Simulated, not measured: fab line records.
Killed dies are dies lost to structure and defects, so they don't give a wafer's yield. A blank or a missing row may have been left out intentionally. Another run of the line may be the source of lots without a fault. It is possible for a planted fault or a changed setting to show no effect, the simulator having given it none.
Split-lot experiment -- flow n5Finfet -- route with 1938 steps; 7 lots, 21 wafers read

ON THE SPLIT
At N5_SD_EPI_N_COAT_33 (time 60 s, resist thk 35 nm), the setting spinRpm was moved away from the recipe's 1500 rpm on 7 of the 21 wafers read, by -10.7% to +8.1%. This setting was run at the recipe's value on the other wafers.

FROM THE SPLIT TO THE READING: what the file shows between them, 8 steps
- N5_SD_EPI_N_COAT_03: resist thk 150 nm
- N5_SD_EPI_N_EBR_05
- N5_SD_EPI_N_DESCUM_14: chemistry O2, time 7.9 s
- N5_SD_EPI_N_ETCH_34: etches SiARC in CF4, target depth 45.5 nm, time 75.8 s
- N5_SD_EPI_N_ETCH_35: etches SOC in N2/H2, overetch 108 nm, time 486 s
- N5_SD_EPI_N_STRIP_36: strips in N2/H2
- N5_SD_EPI_N_ETCHBACK_44: etches SiNx in CH3F/O2, stops on SiO2, target depth 14.5 nm
- N5_SD_EPI_N_ETCH_45: etches SiOCN in CH3F/O2, target depth 6 nm

THE READING
SiARC_of_SD_EPI_N_COAT_33.thkNm (the simulator's own value, which no gauge read), in nm, at N5_SD_EPI_N_ETCH_16 (etches SiO2 in CHF3/O2, target depth 5 nm). The file does not state a usual value for it. Average 12.2 nm, standard deviation 0.21 nm, over the 14 wafers here run with the recipe.

wafer,"tool, chamber at the split","spinRpm as run, rpm",against the recipe,"SiARC_of_SD_EPI_N_COAT_33.thkNm, nm",against lot-mates on the recipe
L075.2,"lithoTrack-01, 0",1500,recipe,12.4,-
L075.3,"lithoTrack-01, 0",1500,recipe,12,-
L075.4,"lithoTrack-01, 0",1500,recipe,12.6,-
L081.3,"lithoTrack-02, 0",1621,+8.1%,10.6,-1.6
L081.5,"lithoTrack-02, 0",1500,recipe,12.2,-
L081.6,"lithoTrack-02, 0",1621,+8.1%,11,-1.2
L083.3,"lithoTrack-01, 0",1601,+6.7%,10.8,-1.4
L083.5,"lithoTrack-01, 0",1500,recipe,12.2,-
L083.6,"lithoTrack-01, 0",1601,+6.7%,12,-0.2
L085.4,"lithoTrack-03, 0",1500,recipe,12.2,-
L085.5,"lithoTrack-03, 0",1411,-5.9%,13.2,+0.9
L085.6,"lithoTrack-03, 0",1500,recipe,12.4,-
L089.1,"lithoTrack-01, 0",1500,recipe,12.4,-
L089.3,"lithoTrack-01, 0",1500,recipe,12,-
L089.6,"lithoTrack-01, 0",1500,recipe,11.8,-
L094.1,"lithoTrack-01, 0",1500,recipe,12,-
L094.3,"lithoTrack-01, 0",1500,recipe,12.2,-
L094.6,"lithoTrack-01, 0",1455,-3.0%,13.4,+1.3
L096.1,"lithoTrack-03, 0",1340,-10.7%,13.6,+1.6
L096.4,"lithoTrack-03, 0",1500,recipe,12,-
L096.5,"lithoTrack-03, 0",1500,recipe,12,-

THE FIT
A straight line over all 21 wafers: SiARC_of_SD_EPI_N_COAT_33.thkNm changes by -0.153 nm for each +1% of spinRpm; r = -0.89; the points scatter about the line by 0.34 nm.
The same after taking each lot's own level away (the mean of its wafers on the recipe; 21 wafers): -0.159 nm for each +1%; r = -0.91; scatter 0.33 nm.
According to that fit, moving spinRpm by its largest amount changes the reading by 1.7 nm.
The lots' own levels span 12.00 to 12.33 nm, that is 1.6 times the standard deviation above.
Consequently the slope shifts little with the lot-to-lot level, the two slopes agreeing.
Check: with one of the wafers moved furthest among these (-10.7%) left out of the fit, the line predicts +1.83 nm for it against its lot-mates. Against them it came out at +1.6 nm.

OTHER SPLITS ON THESE WAFERS
Before the reading, these wafers also passed through other splits. Each is held against what the fit with the lots' levels taken away leaves over:
other split on the same wafers,wafers away from the commonest value,r with SiARC_of_SD_EPI_N_COAT_33.thkNm (lot level and that fit taken away)
N5_FIN_SAQP_COAT_10 spinRpm,7,+0.16
N5_FIN_SAQP_ETCH_64 biasW,5,-0.21
N5_FIN_SAQP_FIN_ETCH_36 icpW,9,-0.07
N5_DUMMY_GATE_EXPOSE_12 doseMj,10,-0.24

THE WHOLE CHAIN: every reading that the file lists as answering this split, in the file's order
step,what it does,reading,change (the file's fit),r (the file's)
N5_SD_EPI_N_COAT_33,"time 60 s, resist thk 35 nm","SiARC_of_SD_EPI_N_COAT_33.thkNm (the simulator's own value, which no gauge read)",-0.18 nm for each +1% of the setting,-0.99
N5_SD_EPI_N_ETCH_34,"etches SiARC in CF4, target depth 45.5 nm, time 75.8 s","etch.depthNm (the simulator's own value, which no gauge read)",-0.175 nm for each +1% of the setting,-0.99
N5_SD_EPI_N_ETCH_34,"etches SiARC in CF4, target depth 45.5 nm, time 75.8 s","CAR-ArF-block_of_SD_EPI_N_COAT_03.thkNm (the simulator's own value, which no gauge read)",+0.177 nm for each +1% of the setting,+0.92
N5_SD_EPI_N_ETCH_35,"etches SOC in N2/H2, overetch 108 nm, time 486 s","SiARC_of_SD_EPI_N_COAT_33.thkNm (the simulator's own value, which no gauge read)",-0.172 nm for each +1% of the setting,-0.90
N5_SD_EPI_N_ETCH_16,"etches SiO2 in CHF3/O2, target depth 5 nm","SiARC_of_SD_EPI_N_COAT_33.thkNm (the simulator's own value, which no gauge read)",-0.16 nm for each +1% of the setting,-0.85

THE FILE'S OWN FIT
SiARC_of_SD_EPI_N_COAT_33.thkNm changes by -0.16 nm for each +1% of spinRpm, r = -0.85.
